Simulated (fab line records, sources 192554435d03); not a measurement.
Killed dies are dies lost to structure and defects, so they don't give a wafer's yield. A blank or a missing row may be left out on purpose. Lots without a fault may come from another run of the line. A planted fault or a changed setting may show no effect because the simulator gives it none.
Chamber matching | flow n5_finfet | N5_BEOL_M6_VIA_ETCH_34 on rie_diel-02: 4 sister chambers
The step etches SiCOH lowk in C4F6/O2, target depth 126.3 nm, time 50.9 s. 14 wafers are shown with their chamber, then 7 later ones without.

WAFERS WITH THEIR CHAMBER
wafer  | chamber | throttle_valve_pct (%) | oes_o_777_au (a.u.) | oes_product_au (a.u.)
L081.1 | 3       | 20.68                  | 0.92                | 0.96
L081.3 | 0       | 20.86                  | 0.79                | 0.81
L081.4 | 1       | 21.10                  | 0.70                | 0.70
L082.3 | 0       | 20.85                  | 0.79                | 0.80
L082.5 | 2       | 21.20                  | 0.69                | 0.71
L082.6 | 3       | 20.69                  | 0.91                | 0.95
L085.3 | 0       | 20.85                  | 0.78                | 0.78
L085.4 | 1       | 21.13                  | 0.68                | 0.70
L085.6 | 0       | 20.85                  | 0.79                | 0.79
L086.2 | 0       | 20.86                  | 0.79                | 0.78
L086.3 | 1       | 21.13                  | 0.69                | 0.69
L086.6 | 2       | 21.23                  | 0.70                | 0.69
L088.3 | 0       | 20.85                  | 0.78                | 0.78
L088.5 | 2       | 21.22                  | 0.69                | 0.69

SIGNATURES (means of the wafers above)
reading            | chamber 0 | chamber 1 | chamber 2 | chamber 3 | scatter within a chamber
throttle_valve_pct | 20.8533   | 21.1200   | 21.2167   | 20.6850   | 0.0112
oes_o_777_au       | 0.7867    | 0.6900    | 0.6933    | 0.9150    | 0.00671
oes_product_au     | 0.7900    | 0.6967    | 0.6967    | 0.9550    | 0.0109
Rule: a wafer's distance from a chamber is the root of the sum, over the readings, of the square of ((its reading less the chamber's mean) divided by the reading's scatter). The wafer belongs to the nearest chamber; if the next one is less than 2 further off, it can't be placed. The scatter: the root of (the sum of the squares of (reading less its chamber's mean) over the shown wafers, divided by (wafers less chambers)).

WAFERS WITHOUT THEIR CHAMBER
wafer  | throttle_valve_pct (%) | oes_o_777_au (a.u.) | oes_product_au (a.u.)
L088.6 | 20.71                  | 0.88                | 0.92
L087.3 | 21.23                  | 0.70                | 0.69
L087.4 | 20.86                  | 0.77                | 0.78
L087.6 | 21.11                  | 0.68                | 0.69
L090.2 | 20.86                  | 0.78                | 0.77
L090.4 | 21.24                  | 0.69                | 0.70
L090.5 | 21.22                  | 0.69                | 0.69

WHICH CHAMBER EACH WENT THROUGH
wafer  | from the rows above | in truth
L088.6 | 3                   | 3
L087.3 | 2                   | 2
L087.4 | 0                   | 0
L087.6 | 1                   | 1
L090.2 | 0                   | 0
L090.4 | 2                   | 2
L090.5 | 2                   | 2
Placed correctly: 7 of 7. Can't be placed from these rows: 0. Placed wrongly: 0.
